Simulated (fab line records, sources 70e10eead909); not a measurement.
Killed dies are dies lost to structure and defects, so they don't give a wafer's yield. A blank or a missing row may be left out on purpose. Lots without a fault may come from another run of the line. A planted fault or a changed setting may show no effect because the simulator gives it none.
fab line records | flow nand_harc
record lots=19 wafers=57 last_day=34
route steps=1302 shown A_CONTACT@1000
lots that met no fault: from a run of the same line without faults
start_h: hours from the record's first day to the start of the lot's first wafer shown | wait_h: hours since the lot's step before | " the same as in the row above | L1.1+2: a row that stands for several wafers | - no value, or no start given | * or withheld: withheld | < > ~ a bound
route shown NAME@n: a module of which the file shows steps, and the number in the route of the first | usual: mean/standard deviation of fault-free wafers | same: alike in all rows | chamber/n: place in a boat | sites: the reading at each site | _std_site: their standard deviation | _edge_site: outer sites' mean less inner sites' | radius_mm: how far each site lies from the wafer's centre | mask NAME#n: copy n | behind: the tool/chamber that last shaped the wafer | hold: why the lot was held/for how many hours/how that ended | device: the transistor (n, p or np) that didn't switch | end of line: the same wafers' tests at the end of the route | a step without rows: its recipe alone | killed: dies lost to structure and defects at the first sort, not the wafer's yield | map: a wafer's dies, x killed, . not, _ none there
set.NAME: the setting as run; set.NAME@STEP: as run at that earlier step | model.NAME: the simulator's own value behind a step, which no gauge read
steps of the route over a sample of lots; a table a step, a row a wafer
services: from which hour (start_h, from the record's first day; less than 0 if before it) a tool's chamber was out of use, for how many hours, and why
## steps
# step NHARC_A_CONTACT_DESCUM_47
# recipe time_s=3 o2_flow_sccm=200 ar_flow_sccm=0 bias_power_w=0 chemistry=O2
# usual chamber_pressure_mTorr=60.00/0.057 drypump_motor_current_A=5.5/0.36 oes_product_au=0.999/0.0099 rf_vpp_V=58.0/0.88 showerhead_plenum_p_Torr=1.95/0.093 throttle_valve_pct=11.311/0.0088
# columns lot.wafer tool chamber start_h wait_h chamber_pressure_mTorr drypump_motor_current_A oes_product_au rf_hours_counter_h rf_vpp_V showerhead_plenum_p_Torr throttle_valve_pct
L077.4 rie_diel-02 2 513.26 0.1 60.02 5.3 0.994 18 58.5 1.78 11.328
L077.2 " 3 " " 59.91 6.1 0.982 18 57.7 1.99 11.307
L077.6 " 2 " " 59.99 5.3 1.001 - 58.3 1.78 11.311
L076.1 rie_diel-02 0 515.11 0.1 59.94 5.7 1.000 17 59.1 1.98 11.308
L076.2 " 1 " " 60.01 5.0 1.014 20 58.7 1.97 11.298
L076.4 " 3 " " 59.91 6.1 0.990 19 57.4 1.99 11.331
L078.2 rie_diel-11 1 527.61 0.1 60.06 5.7 0.991 29 55.1 1.83 11.303
L078.3 " 2 " " 60.01 5.8 1.009 28 59.2 2.02 11.321
L078.6 " 1 " " 59.99 5.7 0.998 - 56.5 1.83 11.308
L080.3 rie_diel-11 3 550.91 0.1 59.91 5.2 0.982 44 57.0 2.03 11.300
L080.4 " 0 " " 60.04 5.7 0.991 32 59.0 2.07 11.305
L080.6 " 3 " " 60.01 5.2 0.989 - 57.6 2.03 11.305
L079.2 rie_diel-11 1 563.62 0.1 60.08 5.6 0.991 42 58.1 1.83 11.315
L079.6 " 3 " " 59.99 5.2 1.006 - 58.0 2.03 11.311
L079.4 " 1 " " 59.99 5.7 1.005 - 58.0 1.83 11.309
L082.2 rie_diel-04 3 570.97 0.1 59.96 5.2 1.000 8 58.5 1.79 11.325
L082.5 " 3 " " 60.03 5.2 1.001 - 57.6 1.79 11.301
L082.6 " 0 " " 59.89 6.3 1.002 - 58.5 1.92 11.308
L081.1 rie_diel-11 3 576.69 0.1 60.01 5.2 1.001 51 58.7 2.02 11.321
L081.6 " 0 " " 59.95 5.7 0.995 - 57.3 2.06 11.309
L081.5 " 1 " " 59.96 5.7 1.004 - 57.2 1.83 11.314
L085.2 rie_diel-04 1 593.32 0.1 59.94 5.0 1.000 14 58.9 1.96 11.312
L085.3 " 3 " " 60.08 5.2 1.000 12 58.4 1.79 11.300
L085.5 " 1 " " 60.01 5.0 1.000 - 57.1 1.96 11.314
L084.4 rie_diel-11 3 593.91 0.1 60.11 5.2 0.980 57 58.3 2.02 11.313
L084.5 " 0 " " 59.98 5.7 0.992 - 58.2 2.06 11.316
L084.6 " 1 " " 59.89 5.7 0.980 - 57.3 1.82 11.313
L087.3 rie_diel-02 0 603.20 0.1 60.03 5.7 1.013 6 58.7 1.98 11.308
L087.6 " 1 " " 60.00 5.0 1.023 - 59.2 1.97 11.306
L087.5 " 2 " " 59.93 5.3 1.000 - 57.9 1.77 11.313
L088.4 rie_diel-02 2 625.70 0.1 59.97 5.3 1.011 11 57.0 1.77 11.310
L088.3 " 3 " " 60.02 6.1 1.001 8 59.0 1.98 11.313
L088.6 " 1 " " 60.17 5.0 1.022 - 57.3 1.97 11.312
L090.2 rie_diel-02 0 651.04 0.1 60.07 5.7 1.006 14 58.0 1.97 11.324
L090.1 " 3 " " 60.07 6.1 0.986 12 58.0 1.98 11.331
L090.6 " 1 " " 59.94 5.0 1.022 - 57.6 1.97 11.309
L092.2 rie_diel-02 3 671.36 0.1 60.00 6.1 0.977 15 58.9 1.98 11.320
L092.1 " 2 " " 59.94 5.3 0.989 17 58.2 1.77 11.310
L092.6 " 3 " " 60.05 6.1 0.995 - 57.0 1.98 11.299
L091.3 rie_diel-02 3 671.53 0.1 60.03 6.1 0.975 15 57.8 1.98 11.312
L091.2 " 2 " " 59.96 5.3 0.998 17 57.1 1.77 11.310
L091.6 " 0 " " 59.92 5.7 0.996 - 58.5 1.97 11.324
L093.4 rie_diel-02 0 688.59 0.1 60.02 5.7 1.007 20 56.2 1.97 11.322
L093.3 " 1 " " 59.98 5.0 1.008 19 56.8 1.97 11.325
L093.2 " 3 " " 59.94 6.1 0.994 19 58.0 1.98 11.299
L095.1 rie_diel-02 1 714.82 0.1 60.01 5.0 1.009 23 59.7 1.96 11.305
L095.2 " 0 " " 60.05 5.7 0.996 24 57.9 1.97 11.300
L095.5 " 2 " " 59.91 5.3 1.008 - 56.9 1.77 11.312
L097.2 rie_diel-02 3 722.96 0.1 60.01 6.1 0.985 24 57.6 1.98 11.303
L097.5 " 0 " " 60.07 5.7 1.007 - 56.5 1.97 11.317
L097.6 " 1 " " 59.98 5.0 1.008 - 57.8 1.96 11.318
L094.1 rie_diel-11 3 723.31 0.1 60.04 5.2 1.005 34 57.0 2.01 11.306
L094.2 " 0 " " 60.00 5.7 1.000 33 58.9 2.05 11.321
L094.5 " 3 " " 59.92 5.2 1.004 - 58.5 2.01 11.317
L096.4 rie_diel-02 3 730.01 0.1 59.99 6.1 0.997 25 57.8 1.98 11.297
L096.1 " 0 " " 59.90 5.7 1.003 27 56.6 1.97 11.315
L096.3 " 1 " " 59.92 5.0 1.002 26 58.0 1.96 11.312
# step NHARC_A_CONTACT_ETCH_121
# recipe source_w=withheld pressure_mtorr=20 bias_v=3000 time_s=190 target_depth_a=18500 ar_flow_sccm=withheld c4f8_flow_sccm=withheld o2_flow_sccm=withheld chemistry=C4F8/O2/Ar
# usual chamber_pressure_mTorr=20.001/0.018 oes_air_line_au=0.996/0.02
# columns lot.wafer tool chamber start_h wait_h chamber_pressure_mTorr oes_air_line_au rf_hours_counter_h
L077.2 har_cap_etch-03 0 516.80 0.1 20.008 0.995 43
L077.4 " 1 " " 20.000 0.995 -
L077.6 " 1 " " 20.019 0.999 -
L076.2 har_cap_etch-01 1 518.68 0.1 19.979 1.006 2
L076.1 " 0 " " 19.978 1.007 2
L076.4 " 1 " " 20.011 1.024 -
L078.2 har_cap_etch-03 0 531.18 0.1 20.020 0.983 48
L078.3 " 0 " " 20.001 0.997 -
L078.6 " 0 " " 19.985 1.006 -
L080.4 har_cap_etch-02 1 554.51 0.1 19.981 0.940 -
L080.3 " 0 " " 20.009 1.000 -
L080.6 " 1 " " 20.007 0.970 -
L079.2 har_cap_etch-03 1 567.53 0.1 19.992 0.981 53
L079.4 " 1 " " 20.026 0.979 -
L079.6 " 0 " " 20.025 0.986 -
L082.2 har_cap_etch-02 1 575.10 0.2 20.001 0.956 96
L082.6 " 1 " " 19.987 0.965 -
L082.5 " 0 " " 19.967 0.979 -
L081.1 har_cap_etch-03 0 580.25 0.1 19.985 1.025 55
L081.6 " 0 " " 20.024 1.031 -
L081.5 " 1 " " 19.978 1.009 -
L085.2 har_cap_etch-01 1 596.87 0.1 20.003 1.011 15
L085.3 " 1 " " 19.985 0.976 -
L085.5 " 0 " " 20.016 0.974 -
L084.4 har_cap_etch-02 0 597.50 0.1 20.002 1.006 -
L084.5 " 1 " " 20.010 0.959 -
L084.6 " 0 " " 19.994 1.011 -
L087.3 har_cap_etch-01 1 606.81 0.1 20.007 0.963 -
L087.5 " 1 " " 19.973 0.994 -
L087.6 " 0 " " 20.003 0.982 -
L088.3 har_cap_etch-01 0 629.31 0.1 20.023 1.045 -
L088.4 " 1 " " 20.004 0.985 -
L088.6 " 0 " " 19.961 0.975 -
L090.1 har_cap_etch-01 0 654.60 0.1 20.004 1.006 26
L090.2 " 1 " " 19.996 1.005 26
L090.6 " 1 " " 19.997 0.975 -
L092.1 har_cap_etch-01 0 675.12 0.1 19.980 1.004 30
L092.2 " 1 " " 19.993 0.984 30
L092.6 " 1 " " 19.988 0.974 -
L091.2 har_cap_etch-02 1 675.97 0.1 20.012 0.984 116
L091.3 " 1 " " 20.020 1.007 -
L091.6 " 0 " " 19.996 1.017 -
L093.2 har_cap_etch-02 0 692.15 0.1 19.997 1.055 118
L093.4 " 0 " " 20.002 0.980 -
L093.3 " 1 " " 20.004 0.969 -
L095.2 har_cap_etch-01 0 718.37 0.1 20.011 0.993 36
L095.1 " 1 " " 20.043 0.986 36
L095.5 " 1 " " 19.991 0.989 -
L097.2 har_cap_etch-02 1 726.53 0.1 20.006 0.980 122
L097.5 " 0 " " 19.971 0.992 -
L097.6 " 1 " " 19.982 1.005 -
L094.2 har_cap_etch-03 0 726.86 0.1 19.970 1.009 78
L094.1 " 1 " " 20.032 0.991 78
L094.5 " 0 " " 19.968 1.020 -
L096.1 har_cap_etch-02 0 733.60 0.1 19.993 0.999 125
L096.3 " 1 " " 19.984 0.988 -
L096.4 " 0 " " 19.993 0.991 -
# step NHARC_A_CONTACT_ETCH_96
# recipe target_depth_a=200 over_etch_frac=0.5 time_s=10 ion_energy_ev=250 c4f6_flow_sccm=25 o2_flow_sccm=20 ar_flow_sccm=500 rf_w=600 bias_w=500 chemistry=C4F6/O2
# usual chamber_pressure_mTorr=29.997/0.026 drypump_motor_current_A=5.5/0.38 oes_product_au=0.965/0.026 rf_vpp_V=548/3.7 showerhead_plenum_p_Torr=3.97/0.18 throttle_valve_pct=26.904/0.0095
# columns lot.wafer tool chamber start_h wait_h chamber_pressure_mTorr drypump_motor_current_A oes_product_au rf_hours_counter_h rf_vpp_V showerhead_plenum_p_Torr throttle_valve_pct
L077.4 rie_diel-02 2 - - 29.956 5.3 0.950 21 542 3.67 26.900
L077.2 " 3 " " 29.998 6.1 0.935 20 551 4.06 26.899
L077.6 " 1 " " 30.013 5.0 0.957 - 548 4.04 26.910
L076.4 rie_diel-04 3 - - 29.974 5.2 0.943 48 543 3.70 26.896
L076.2 " 1 " " 29.980 5.0 0.962 50 548 4.03 26.902
L076.1 " 2 " " 29.973 5.3 0.930 41 540 3.64 26.904
L078.2 rie_diel-02 3 - - 29.975 6.1 0.984 22 551 4.06 26.903
L078.3 " 1 " " 29.989 5.0 1.011 23 550 4.04 26.904
L078.6 " 2 " " 30.016 5.3 0.993 - 540 3.67 26.917
L080.3 rie_diel-11 0 555.95 0.2 29.972 5.7 0.973 34 552 4.21 26.910
L080.4 " 3 " " 29.985 5.2 0.962 - 551 4.13 26.898
L080.6 " 0 " " 29.978 5.7 0.952 - 554 4.21 26.897
L079.2 rie_diel-11 1 - - 30.029 5.7 0.940 43 544 3.76 26.913
L079.4 " 3 " " 30.022 5.2 0.950 50 551 4.13 26.898
L079.6 " 1 " " 29.941 5.7 0.931 - 544 3.76 26.881
L082.2 rie_diel-04 1 576.87 0.1 30.022 5.0 0.958 9 548 4.02 26.915
L082.5 " 3 " " 29.976 5.2 0.953 - 541 3.69 26.893
L082.6 " 0 " " 30.035 6.2 0.956 - 548 3.94 26.898
L081.1 rie_diel-02 2 581.73 0.1 29.952 5.3 1.004 0 541 3.66 26.890
L081.5 " 0 " " 30.016 5.7 1.006 - 550 4.05 26.894
L081.6 " 1 " " 30.008 5.0 1.012 - 550 4.03 26.893
L085.3 rie_diel-02 0 - - 30.060 5.7 0.994 5 551 4.04 26.898
L085.2 " 1 " " 30.019 5.0 1.011 6 550 4.03 26.907
L085.5 " 0 " " 29.980 5.7 0.999 - 548 4.04 26.899
L084.4 rie_diel-11 2 - - 30.003 5.8 0.948 58 551 4.10 26.910
L084.6 " 2 " " 29.961 5.8 0.945 - 551 4.10 26.903
L084.5 " 3 " " 30.015 5.2 0.945 - 550 4.12 26.889
L087.3 rie_diel-02 3 - - 29.989 6.1 0.937 5 550 4.06 26.913
L087.5 " 3 " " 29.973 6.1 0.946 - 550 4.06 26.902
L087.6 " 0 " " 29.996 5.7 0.939 - 549 4.04 26.905
L088.4 rie_diel-11 3 - - 30.021 5.2 0.994 2 552 4.12 26.899
L088.3 " 1 " " 29.971 5.7 1.002 2 543 3.75 26.903
L088.6 " 2 " " 29.957 5.8 1.011 - 550 4.09 26.912
L090.2 rie_diel-02 2 - - 29.982 5.3 0.941 16 540 3.65 26.909
L090.1 " 1 " " 30.006 5.0 0.958 14 549 4.02 26.912
L090.6 " 3 " " 29.996 6.1 0.926 - 550 4.05 26.911
L092.2 rie_diel-11 1 - - 30.033 5.7 0.992 15 544 3.74 26.908
L092.1 " 0 " " 29.982 5.7 1.001 18 552 4.18 26.888
L092.6 " 1 " " 29.978 5.7 0.998 - 543 3.74 26.922
L091.3 rie_diel-02 3 - - 29.947 6.1 0.945 17 549 4.05 26.905
L091.2 " 0 " " 30.025 5.7 0.952 19 549 4.03 26.909
L091.6 " 3 " " 29.996 6.1 0.937 - 552 4.05 26.905
L093.3 rie_diel-02 1 - - 29.991 5.0 0.948 21 548 4.02 26.890
L093.2 " 2 " " 30.022 5.3 0.948 22 542 3.65 26.894
L093.4 " 0 " " 30.023 5.7 0.932 22 549 4.03 26.901
L095.1 rie_diel-02 1 - - 29.938 5.0 0.967 24 549 4.02 26.906
L095.2 " 2 " " 29.997 5.3 0.969 26 541 3.65 26.903
L095.5 " 2 " " 29.983 5.3 0.965 - 540 3.65 26.894
L097.2 rie_diel-11 0 - - 29.992 5.7 0.953 36 551 4.17 26.897
L097.6 " 2 " " 30.015 5.8 0.945 - 550 4.07 26.896
L097.5 " 3 " " 30.008 5.2 0.952 - 551 4.10 26.898
L094.1 rie_diel-02 0 - - 29.988 5.7 0.950 27 549 4.03 26.894
L094.2 " 1 " " 30.032 5.0 0.938 26 549 4.02 26.906
L094.5 " 3 " " 29.980 6.1 0.935 - 550 4.04 26.902
L096.3 rie_diel-04 1 - - 29.999 5.0 1.020 4 549 3.98 26.911
L096.4 " 2 " " 30.008 5.3 0.990 4 552 4.19 26.896
L096.1 " 3 " " 30.000 5.2 0.991 4 541 3.66 26.889
# step NHARC_A_CONTACT_STRIP_55
# recipe o2_flow_sccm=500 ar_flow_sccm=0 bias_w=0 chemistry=O2
# usual chamber_pressure_mTorr=60.00/0.055 drypump_motor_current_A=5.5/0.41 oes_product_au=1.000/0.0097 rf_vpp_V=57.9/0.89 showerhead_plenum_p_Torr=3.57/0.16 throttle_valve_pct=17.037/0.0091
# columns lot.wafer tool chamber start_h wait_h chamber_pressure_mTorr drypump_motor_current_A oes_product_au rf_hours_counter_h rf_vpp_V showerhead_plenum_p_Torr throttle_valve_pct
L077.4 rie_diel-02 0 - - 60.02 5.7 0.989 18 59.1 3.65 17.046
L077.2 " 2 " " 59.96 5.3 1.000 21 58.4 3.29 17.030
L077.6 " 0 " " 59.99 5.7 0.999 - 59.1 3.65 17.044
L076.1 rie_diel-04 0 - - 59.91 6.3 1.005 49 57.7 3.55 17.027
L076.2 " 1 " " 60.04 5.0 1.003 50 58.5 3.62 17.037
L076.4 " 3 " " 60.08 5.2 0.994 48 58.0 3.32 17.025
L078.3 rie_diel-02 0 - - 60.01 5.7 0.995 20 57.9 3.64 17.016
L078.2 " 3 " " 60.00 6.1 0.995 22 57.7 3.66 17.031
L078.6 " 1 " " 60.00 5.0 1.012 - 59.4 3.63 17.040
L080.3 rie_diel-02 1 - - 59.98 5.0 1.014 27 57.4 3.63 17.028
L080.4 " 0 " " 60.01 5.7 1.010 - 57.9 3.64 17.046
L080.6 " 2 " " 60.00 5.3 1.003 - 58.4 3.29 17.041
L079.2 rie_diel-04 2 - - 60.16 5.3 0.998 4 58.6 3.81 17.050
L079.4 " 0 " " 60.02 6.3 1.003 9 57.0 3.54 17.028
L079.6 " 2 " " 59.98 5.3 0.991 - 58.9 3.81 17.033
L082.2 rie_diel-04 1 - - 59.89 5.0 1.000 9 56.8 3.62 17.038
L082.6 " 1 " " 59.95 5.0 0.998 - 57.7 3.62 17.046
L082.5 " 3 " " 59.96 5.2 0.991 - 58.3 3.31 17.034
L081.1 rie_diel-11 2 - - 60.18 5.8 0.989 52 57.1 3.69 17.042
L081.6 " 2 " " 59.98 5.8 0.999 - 57.6 3.69 17.052
L081.5 " 3 " " 60.00 5.2 0.988 - 56.8 3.72 17.022
L085.2 rie_diel-02 3 - - 59.98 6.1 1.000 2 58.5 3.65 17.015
L085.3 " 1 " " 60.02 5.0 1.018 6 57.6 3.62 17.027
L085.5 " 3 " " 60.00 6.1 0.989 - 57.9 3.65 17.048
L084.4 rie_diel-04 3 - - 59.95 5.2 0.987 13 58.2 3.31 17.040
L084.5 " 2 " " 59.98 5.3 0.987 - 56.9 3.80 17.042
L084.6 " 3 " " 59.99 5.2 0.983 - 58.2 3.31 17.041
L087.3 rie_diel-02 0 - - 60.10 5.7 0.994 8 59.6 3.64 17.054
L087.5 " 1 " " 59.80 5.0 1.018 - 58.6 3.62 17.037
L087.6 " 2 " " 59.89 5.3 0.999 - 57.9 3.29 17.051
L088.3 rie_diel-02 0 - - 59.92 5.7 1.008 12 58.1 3.63 17.030
L088.4 " 3 " " 60.01 6.1 0.998 10 58.0 3.65 17.035
L088.6 " 0 " " 60.03 5.7 1.002 - 56.7 3.64 17.031
L090.2 rie_diel-02 3 - - 59.97 6.1 0.985 13 56.9 3.65 17.026
L090.1 " 2 " " 60.00 5.3 0.994 16 57.6 3.28 17.035
L090.6 " 3 " " 59.92 6.1 0.992 - 59.2 3.65 17.026
L092.2 rie_diel-04 1 - - 60.01 5.0 1.009 45 58.0 3.59 17.039
L092.1 " 0 " " 60.02 6.3 0.996 45 57.8 3.52 17.032
L092.6 " 1 " " 60.09 5.0 0.997 - 56.1 3.59 17.035
L091.2 rie_diel-11 0 - - 60.08 5.7 1.013 18 57.4 3.77 17.028
L091.3 " 1 " " 60.05 5.7 1.002 16 59.0 3.36 17.044
L091.6 " 3 " " 59.96 5.2 1.013 - 58.7 3.70 17.035
L093.3 rie_diel-02 1 - - 59.92 5.0 0.999 21 57.9 3.62 17.043
L093.2 " 2 " " 60.02 5.3 0.993 23 57.1 3.28 17.031
L093.4 " 0 " " 59.98 5.7 0.995 22 58.3 3.63 17.044
L095.1 rie_diel-02 2 - - 59.93 5.3 1.014 26 56.7 3.28 17.036
L095.2 " 3 " " 59.97 6.1 0.993 24 58.4 3.64 17.041
L095.5 " 1 " " 60.00 5.0 1.000 - 57.0 3.61 17.027
L097.2 rie_diel-11 2 - - 60.02 5.8 1.008 31 57.0 3.67 17.036
L097.6 " 3 " " 60.02 5.2 1.009 - 58.2 3.69 17.055
L097.5 " 0 " " 60.03 5.7 0.999 - 57.8 3.76 17.043
L094.2 rie_diel-02 3 - - 59.99 6.1 0.982 25 57.9 3.64 17.036
L094.1 " 0 " " 60.13 5.7 1.003 27 57.4 3.63 17.041
L094.5 " 3 " " 60.03 6.0 0.996 - 57.8 3.64 17.029
L096.1 rie_diel-04 1 - - 59.93 5.0 1.013 4 59.4 3.58 17.032
L096.4 " 2 " " 60.02 5.3 0.982 4 58.4 3.78 17.038
L096.3 " 3 " " 60.05 5.2 0.998 4 57.1 3.29 17.040
# step NHARC_A_CONTACT_ETCH_76
# recipe target_depth_a=2600 over_etch_frac=0.3 time_s=475.3 ion_energy_ev=200 n2_flow_sccm=150 h2_flow_sccm=150 ar_flow_sccm=0 rf_w=400 bias_w=150 chemistry=N2/H2
# usual chamber_pressure_mTorr=29.999/0.028 drypump_motor_current_A=5.5/0.39 h2_flow_sccm=150.0/0.44 oes_product_au=1.002/0.01 rf_vpp_V=431.0/3 showerhead_plenum_p_Torr=2.06/0.1 throttle_valve_pct=14.171/0.0087
# columns lot.wafer tool chamber start_h wait_h chamber_pressure_mTorr drypump_motor_current_A h2_flow_sccm oes_product_au rf_hours_counter_h rf_vpp_V showerhead_plenum_p_Torr throttle_valve_pct
L077.2 rie_diel-11 3 - - 30.032 5.2 150.2 0.989 30 432.3 2.17 14.160
L077.4 " 2 " " 29.991 5.8 149.5 1.003 27 432.4 2.15 14.171
L077.6 " 3 " " 29.996 5.2 150.1 0.988 - 434.1 2.17 14.178
L076.4 rie_diel-02 2 - - 29.998 5.3 149.2 1.005 21 426.8 1.89 14.170
L076.2 " 0 " " 30.010 5.7 149.9 0.999 19 432.3 2.11 14.181
L076.1 " 1 " " 30.032 5.0 149.0 1.016 21 434.4 2.11 14.170
L078.2 rie_diel-02 0 - - 30.051 5.7 149.5 0.999 22 432.9 2.11 14.171
L078.3 " 2 " " 29.963 5.3 149.6 1.008 24 426.3 1.89 14.184
L078.6 " 1 " " 29.992 5.0 149.7 1.018 - 433.2 2.11 14.160
L080.3 rie_diel-02 3 - - 30.041 6.1 149.5 0.987 26 433.1 2.12 14.155
L080.4 " 0 " " 29.997 5.7 150.7 1.003 24 431.7 2.11 14.177
L080.6 " 1 " " 30.020 5.0 150.1 1.014 - 432.9 2.10 14.165
L079.4 rie_diel-11 2 - - 30.001 5.8 150.2 0.993 50 433.2 2.14 14.157
L079.2 " 3 " " 30.030 5.2 149.7 0.991 52 434.4 2.16 14.155
L079.6 " 2 " " 29.998 5.8 149.7 1.000 - 432.1 2.14 14.170
L082.2 rie_diel-02 2 - - 30.035 5.3 150.5 1.008 0 426.5 1.89 14.177
L082.6 " 1 " " 29.984 5.0 150.7 1.011 - 432.9 2.10 14.171
L082.5 " 2 " " 29.979 5.3 149.3 0.990 - 425.2 1.89 14.163
L081.1 rie_diel-02 1 - - 29.977 5.0 150.2 1.011 2 433.0 2.10 14.166
L081.6 " 1 " " 30.015 5.0 149.3 1.008 - 432.8 2.10 14.173
L081.5 " 2 " " 30.037 5.3 149.4 1.008 - 426.3 1.89 14.171
L085.3 rie_diel-02 1 - - 30.017 5.0 149.9 1.026 7 433.4 2.10 14.163
L085.2 " 2 " " 29.976 5.3 150.8 1.013 7 425.8 1.89 14.155
L085.5 " 0 " " 30.006 5.7 149.8 1.005 - 432.9 2.11 14.178
L084.4 rie_diel-04 3 - - 29.990 5.2 149.6 0.984 16 427.2 1.90 14.157
L084.5 " 1 " " 30.038 5.0 150.6 1.000 - 430.9 2.09 14.190
L084.6 " 2 " " 30.004 5.3 149.6 0.994 - 436.0 2.21 14.183
L087.3 rie_diel-02 2 - - 29.969 5.3 150.6 1.001 9 425.6 1.88 14.163
L087.6 " 3 " " 30.026 6.1 150.4 0.992 - 431.3 2.12 14.166
L087.5 " 0 " " 29.998 5.7 150.0 0.995 - 431.9 2.11 14.163
L088.4 rie_diel-02 3 - - 30.030 6.1 149.8 0.998 10 432.5 2.12 14.174
L088.3 " 0 " " 29.994 5.7 150.5 1.005 12 433.2 2.11 14.172
L088.6 " 2 " " 29.953 5.3 150.2 1.002 - 425.7 1.88 14.176
L090.2 rie_diel-11 3 - - 29.983 5.2 150.3 0.998 10 434.5 2.15 14.167
L090.1 " 1 " " 29.966 5.7 150.1 0.994 11 426.9 1.94 14.174
L090.6 " 3 " " 30.028 5.2 150.1 0.995 - 432.8 2.15 14.176
L092.1 rie_diel-02 1 - - 29.966 5.0 150.3 1.012 18 429.9 2.10 14.166
L092.2 " 3 " " 30.035 6.1 149.1 0.988 18 432.5 2.11 14.170
L092.6 " 1 " " 29.972 5.0 150.0 1.007 - 430.6 2.10 14.188
L091.2 rie_diel-11 0 - - 29.994 5.7 151.5 1.004 18 433.1 2.19 14.170
L091.3 " 1 " " 30.017 5.7 149.9 1.005 16 428.3 1.93 14.170
L091.6 " 0 " " 30.017 5.7 149.9 0.999 - 434.7 2.19 14.168
L093.3 rie_diel-02 0 - - 30.036 5.7 149.8 1.003 22 429.9 2.10 14.160
L093.2 " 1 " " 29.976 5.0 150.2 1.001 21 431.7 2.10 14.160
L093.4 " 2 " " 29.973 5.3 149.4 1.006 23 425.6 1.88 14.177
L095.2 rie_diel-04 2 - - 29.946 5.3 150.3 0.996 3 435.1 2.20 14.177
L095.1 " 3 " " 30.011 5.2 150.2 0.995 3 427.0 1.89 14.182
L095.5 " 2 " " 29.972 5.3 150.1 0.989 - 433.8 2.20 14.177
L097.2 rie_diel-02 0 - - 30.013 5.7 149.9 1.010 28 430.9 2.10 14.174
L097.5 " 0 " " 29.993 5.7 149.6 1.002 - 433.3 2.10 14.167
L097.6 " 1 " " 29.986 5.0 150.0 0.997 - 432.1 2.09 14.164
L094.1 rie_diel-04 0 - - 30.014 6.3 150.2 1.011 4 430.6 2.03 14.182
L094.2 " 1 " " 29.965 5.0 150.0 1.011 4 430.4 2.07 14.168
L094.5 " 3 " " 29.958 5.2 150.3 0.990 - 426.4 1.89 14.175
L096.1 rie_diel-02 1 - - 29.896 5.0 149.7 0.996 29 432.3 2.09 14.185
L096.3 " 3 " " 30.018 6.1 150.6 0.980 28 433.6 2.11 14.164
L096.4 " 0 " " 30.001 5.7 149.9 1.001 29 431.8 2.10 14.179
# step NHARC_A_CONTACT_DEP_85
# recipe target_thk_a=600 target_thk_nm=60 temp_c=400 pressure_torr=3.5 flow_sccm=200 rf_w=350 material=SiON
# usual heater_power_outer_w=438/78 heater_power_w=746/110 susceptor_temp_C=400.00/0.22
# columns lot.wafer tool chamber start_h wait_h heater_power_outer_w heater_power_w susceptor_temp_C
L077.2 pecvd-03 0 532.78 1.2 407 654 399.91
L077.6 " 2 " " 490 775 400.21
L077.4 " 1 " " 429 772 400.09
L076.2 pecvd-04 0 534.14 1.2 362 621 399.64
L076.1 " 1 " " 544 913 400.17
L076.4 " 1 " " 563 899 400.25
L078.3 pecvd-01 0 545.26 0.9 434 751 400.29
L078.2 " 1 " " 425 755 399.97
L078.6 " 2 " " 295 554 399.90
L080.3 pecvd-03 2 571.83 0.9 555 857 400.02
L080.6 " 1 " " 389 727 399.94
L080.4 " 2 " " 549 857 400.08
L079.2 pecvd-01 2 585.55 1.2 345 612 399.93
L079.4 " 2 " " 353 629 399.81
L079.6 " 2 " " 341 633 400.01
L082.2 pecvd-01 2 594.46 1.6 333 609 399.62
L082.6 " 0 " " 463 789 400.06
L082.5 " 2 " " 354 614 399.69
L081.1 pecvd-01 0 595.81 1.5 481 841 400.06
L081.5 " 2 " " 359 634 400.17
L081.6 " 0 " " 496 812 400.04
L085.2 pecvd-04 0 617.57 1.1 436 716 399.99
L085.3 " 1 " " 511 861 400.07
L085.5 " 2 " " 377 677 399.72
L084.5 pecvd-03 0 618.03 0.4 434 715 400.19
L084.6 " 1 " " 468 850 399.97
L084.4 " 2 " " 526 843 399.66
L087.3 pecvd-01 0 624.98 1.0 547 913 399.95
L087.5 " 2 " " 336 600 399.97
L087.6 " 0 " " 538 895 400.13
L088.3 pecvd-03 1 643.30 1.0 404 752 400.43
L088.6 " 2 " " 571 892 399.99
L088.4 " 0 " " 420 695 400.04
L090.1 pecvd-03 2 669.34 1.5 577 877 399.87
L090.2 " 0 " " 419 710 399.85
L090.6 " 1 " " 377 741 399.98
L092.2 pecvd-04 1 690.19 1.2 441 742 399.70
L092.1 " 2 " " 412 714 399.62
L092.6 " 2 " " 415 689 400.07
L091.2 pecvd-01 0 693.13 1.2 488 842 400.13
L091.3 " 1 " " 402 702 399.89
L091.6 " 2 " " 301 547 399.44
L093.2 pecvd-03 2 706.64 1.2 575 886 400.27
L093.3 " 0 " " 463 747 399.99
L093.4 " 1 " " 455 858 400.20
L095.2 pecvd-04 2 735.72 1.2 319 586 399.81
L095.1 " 0 " " 439 750 400.14
L095.5 " 0 " " 447 725 399.79
L097.2 pecvd-01 2 742.62 1.3 264 487 400.25
L097.6 " 0 " " 462 794 400.16
L097.5 " 1 " " 460 770 400.05
L094.1 pecvd-04 0 744.25 1.5 453 742 399.62
L094.2 " 2 " " 340 606 399.97
L094.5 " 0 " " 457 731 399.84
L096.1 pecvd-01 0 752.06 1.5 543 899 400.38
L096.4 " 1 " " 469 824 400.32
L096.3 " 0 " " 550 913 400.08
## services
# columns tool chamber start_h hours kind
pecvd-01 - 492.40 13.0 pm
rie_diel-04 - 498.30 12.0 repair
har_cap_etch-01 - 499.09 17.0 pm
pecvd-03 - 510.83 1.3 repair
rie_diel-04 - 534.05 9.0 pm
pecvd-03 - 547.00 13.0 pm
pecvd-04 1 547.83 4.8 repair
rie_diel-02 3 551.85 5.3 repair
rie_diel-11 1 555.45 7.7 repair
rie_diel-02 - 557.88 4.4 repair
rie_diel-11 0 560.67 3.8 repair
rie_diel-02 - 570.94 9.0 pm
rie_diel-04 2 576.56 16.1 repair
rie_diel-04 3 579.03 10.9 repair
pecvd-01 1 579.45 57.2 repair
rie_diel-11 - 613.41 9.0 pm
pecvd-01 - 673.40 13.0 pm
rie_diel-04 - 711.43 9.0 pm
pecvd-03 - 728.00 13.0 pm
rie_diel-11 2 741.46 9.6 repair
pecvd-03 - 743.08 3.4 repair
pecvd-01 0 743.65 2.8 repair
rie_diel-02 - 747.94 9.0 pm
pecvd-01 2 750.75 19.2 repair
## key
fault none
